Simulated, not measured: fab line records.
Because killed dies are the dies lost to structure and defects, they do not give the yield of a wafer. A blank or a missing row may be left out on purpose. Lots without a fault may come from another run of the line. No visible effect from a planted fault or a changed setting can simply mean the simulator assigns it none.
The tool behind it: which one? ; flow n5Finfet ; 9 lots, 27 wafers sampled, at 7 steps of a route of 1938

## WHAT THE GAUGES READ, wafer by wafer
N5_SPACER0_INSPECT_04: inspects for defects (darkfield). Usual: rawDefectCount 134, standard deviation 29.
lot;measured;on;rawDefectCount;flag
L645;day 3 11:58;defectInspect-02;153 146 144;
L650;day 4 12:28;defectInspect-01;162 128 104;
L654;day 5 14:09;defectInspect-01;135 114 191;
L655;day 5 21:00;defectInspect-01;115 150 140;
L659;day 6 18:55;defectInspect-02;237 1422 1408;OFF
L663;day 7 18:07;defectInspect-02;157 208 110;
L665;day 8 06:17;defectInspect-01;154 215 133;
L666;day 8 13:32;defectInspect-02;98 132 116;
L667;day 8 18:07;defectInspect-02;123 149 117;

N5_SD_EPI_N_INSPECT_11: inspects for defects (macro). Usual: rawDefectCount 2.1, standard deviation 1.4.
lot;measured;on;rawDefectCount;flag
L645;day 3 12:25;defectInspect-01;1 1 1;
L650;day 4 12:48;defectInspect-01;2 2 2;
L654;day 5 14:36;defectInspect-01;4 4 2;
L655;day 5 21:28;defectInspect-01;2 1 3;
L659;day 6 19:22;defectInspect-01;3 >300 >300;
L663;day 7 18:34;defectInspect-02;2 3 2;
L665;day 8 06:36;defectInspect-01;1 2 1;
L666;day 8 13:59;defectInspect-02;2 3 1;
L667;day 8 18:26;defectInspect-01;0 3 3;

N5_SD_EPI_N_INSPECT_26: inspects for defects (darkfield). Usual: rawDefectCount 199, standard deviation 33.
lot;measured;on;rawDefectCount;flag
L645;day 3 16:26;defectInspect-02;174 207 215;
L650;day 4 16:47;defectInspect-02;244 198 153;
L654;day 5 18:46;defectInspect-01;209 194 295;
L655;day 6 02:05;defectInspect-02;196 206 191;
L659;day 6 23:39;defectInspect-01;286 1503 1503;OFF
L663;day 7 22:36;defectInspect-02;226 271 164;
L665;day 8 10:36;defectInspect-01;219 281 197;
L666;day 8 18:45;defectInspect-02;167 189 204;
L667;day 8 22:39;defectInspect-02;179 214 186;

## WHICH TOOL RAN EACH LOT (tool, then ch and the chambers of the sampled wafers, then the start)
lot;N5_DUMMY_GATE_ETCH_37;N5_DUMMY_GATE_STRIP_40;N5_DUMMY_GATE_ETCH_31;N5_SPACER0_ALD_00
L645;rieDiel-06 ch 2,3, day 3 09:43;rieDiel-02 ch 1,2,3, day 3 10:07;rieDiel-06 ch 1,2, day 3 10:37;aldSin-04 ch 0,1,2, day 3 11:32
L650;rieDiel-02 ch 0,1,2, day 4 10:52;rieDiel-05 ch 0,2, day 4 11:02;rieDiel-05 ch 1,2,3, day 4 11:08;aldSin-02 ch 0,2,3, day 4 12:03
L654;rieDiel-05 ch 1,2,3, day 5 12:28;rieDiel-06 ch 0,3, day 5 12:41;rieDiel-02 ch 0,2,3, day 5 12:50;aldSin-04 ch 0,1, day 5 13:44
L655;rieDiel-05 ch 1,2, day 5 19:12;rieDiel-06 ch 0,2,3, day 5 19:24;rieDiel-06 ch 0,1,3, day 5 19:30;aldSin-04 ch 1,2, day 5 20:35
L659;rieDiel-02 ch 2,3, day 6 17:05;rieDiel-06 ch 0,3, day 6 17:21;rieDiel-05 ch 1,2,3, day 6 17:27;aldSin-04 ch 0,3, day 6 18:29
L663;rieDiel-06 ch 0,1,3, day 7 16:09;rieDiel-05 ch 1,2,3, day 7 16:29;rieDiel-05 ch 0,2,3, day 7 16:47;aldSin-03 ch 0,2,3, day 7 17:42
L665;rieDiel-02 ch 0,2,3, day 8 04:38;rieDiel-05 ch 0,2,3, day 8 04:49;rieDiel-05 ch 2,3, day 8 04:55;aldSin-03 ch 0,1, day 8 05:52
L666;rieDiel-06 ch 0,1,2, day 8 11:54;rieDiel-06 ch 0,1,3, day 8 12:05;rieDiel-06 ch 0,1,2, day 8 12:11;aldSin-03 ch 0,2, day 8 13:07
L667;rieDiel-02 ch 0,2,3, day 8 16:03;rieDiel-06 ch 1,2,3, day 8 16:13;rieDiel-06 ch 0,1,2, day 8 16:19;aldSin-03 ch 0,2, day 8 17:41
- N5_DUMMY_GATE_ETCH_37: etches SOC in N2/H2, target depth 60 nm, overetch 30 nm.
- N5_DUMMY_GATE_STRIP_40: strips in CF4.
- N5_DUMMY_GATE_ETCH_31: etches SiO2 in C4F6/O2, target depth 82.5 nm, time 27.5 s.
- N5_SPACER0_ALD_00: deposits SiOCN, target thk 3.5 nm, pulse time 3 s, purge time 2 s.

## AS READ BY THE TOOLS THEMSELVES (means over the sampled wafers that have a number; for cases with no such wafer, the mark the record gives instead)
N5_DUMMY_GATE_ETCH_37. Usual: drypumpMotorCurrentA 6.1 A, standard deviation 0.46; oesProductAu 0.61 a.u., standard deviation 0.051; rfVppV 523.4 V, standard deviation 2.2; showerheadPlenumPTorr 2.53 Torr, standard deviation 0.073; throttleValvePct 17.88 %, standard deviation 0.18.
lot;tool;drypumpMotorCurrentA (A);oesProductAu (a.u.);rfVppV (V);showerheadPlenumPTorr (Torr);throttleValvePct (%);flag
L645;rieDiel-06;6.3;0.58;522.3;2.50;17.91;
L650;rieDiel-02;6.1;0.59;523.8;2.58;17.92;
L654;rieDiel-05;5.9;0.58;522.9;2.50;17.92;
L655;rieDiel-05;6.4;0.57;522.6;2.50;17.90;
L659;rieDiel-02;6.0;0.59;522.3;2.50;17.95;
L663;rieDiel-06;5.9;0.63;524.7;2.56;17.73;
L665;rieDiel-02;6.4;0.59;523.0;2.51;18.03;
L666;rieDiel-06;6.3;0.63;521.8;2.49;17.74;
L667;rieDiel-02;6.3;0.58;522.5;2.51;18.04;

N5_DUMMY_GATE_STRIP_40. Usual: cf4FlowSccm 150.0 sccm, standard deviation 0.48; drypumpMotorCurrentA 6.0 A, standard deviation 0.51; oesProductAu 0.76 a.u., standard deviation 0.077; rfVppV 271.1 V, standard deviation 1.6; showerheadPlenumPTorr 1.79 Torr, standard deviation 0.057; throttleValvePct 13.60 %, standard deviation 0.21.
lot;tool;cf4FlowSccm (sccm);drypumpMotorCurrentA (A);oesProductAu (a.u.);rfVppV (V);showerheadPlenumPTorr (Torr);throttleValvePct (%);flag
L645;rieDiel-02;149.5;6.0;0.76;271.9;1.79;13.58;
L650;rieDiel-05;150.0;6.2;0.71;270.7;1.84;13.68;
L654;rieDiel-06;149.8;6.2;0.86;271.8;1.85;13.42;
L655;rieDiel-06;150.6;6.3;0.79;271.8;1.81;13.63;
L659;rieDiel-06;149.6;5.8;0.79;273.1;1.86;13.60;
L663;rieDiel-05;150.4;5.9;0.71;270.9;1.76;13.75;
L665;rieDiel-05;149.8;5.9;0.78;271.1;1.81;13.52;
L666;rieDiel-06;149.8;5.9;0.78;272.1;1.81;13.48;
L667;rieDiel-06;149.8;6.0;0.73;271.0;1.77;13.68;

N5_DUMMY_GATE_ETCH_31. Usual: drypumpMotorCurrentA 6.0 A, standard deviation 0.53; oesProductAu 0.75 a.u., standard deviation 0.059; rfVppV 666 V, standard deviation 11; showerheadPlenumPTorr 2.83 Torr, standard deviation 0.078; throttleValvePct 21.20 %, standard deviation 0.21.
lot;tool;drypumpMotorCurrentA (A);oesProductAu (a.u.);rfVppV (V);showerheadPlenumPTorr (Torr);throttleValvePct (%);flag
L645;rieDiel-06;6.1;0.77;677;2.75;20.95;
L650;rieDiel-05;5.9;0.73;660;2.81;21.27;
L654;rieDiel-02;6.3;0.76;664;2.81;21.30;
L655;rieDiel-06;5.9;0.82;678;2.88;21.04;
L659;rieDiel-05;5.9;0.72;659;2.81;21.28;
L663;rieDiel-05;6.0;0.79;660;2.86;21.02;
L665;rieDiel-05;6.2;0.71;651;2.83;21.19;
L666;rieDiel-06;6.3;0.79;675;2.79;21.07;
L667;rieDiel-06;6.3;0.78;675;2.79;21.07;

N5_SPACER0_ALD_00. Usual: heaterPowerW 825 W, standard deviation 52; precursorPulseHeightRel 1.000, standard deviation 0.019.
lot;tool;heaterPowerW (W);precursorPulseHeightRel;flag
L645;aldSin-04;751;0.985;
L650;aldSin-02;845;1.006;
L654;aldSin-04;781;1.012;
L655;aldSin-04;799;1.013;
L659;aldSin-04;765;0.991;
L663;aldSin-03;835;1.017;
L665;aldSin-03;791;1.000;
L666;aldSin-03;865;0.996;
L667;aldSin-03;868;0.997;

## THE ANSWER, worked out from the rows above alone
Rule: a lot counts as off when the mean over its wafers that have a number is more than 3 standard deviations away from the usual mean. A lot without any number at a reading at which 4 lots or more have one is off too. Any other lot the step has rows for is counted as sound. The gauges are gone through in route order, then the tools' own readings, and for those a lot's mean is taken as printed above. At the first step where some lot is off, the reading lying furthest off is the one used; lots without a number count as furthest.
Off, at N5_SPACER0_INSPECT_04 on rawDefectCount: L659.
If a tool, at a process step before that reading, ran all the lots that are off and no sound lot after the first of them, it fits. Not tried: the gauges at N5_SPACER0_INSPECT_04; whatever is off there is also off at N5_SD_EPI_N_INSPECT_26, on other tools, and gauge error can't account for it. One candidate fits, namely aldSin-04 at N5_SPACER0_ALD_00. Its last sound lot is L655 (day 5 20:35), its first lot that is off L659 (day 6 18:29): a fault that began between those two fits.

## WHAT WAS PUT IN BY THE SIMULATOR
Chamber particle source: aldSin-04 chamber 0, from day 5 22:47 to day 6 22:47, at N5_SPACER0_ALD_00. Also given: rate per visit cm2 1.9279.
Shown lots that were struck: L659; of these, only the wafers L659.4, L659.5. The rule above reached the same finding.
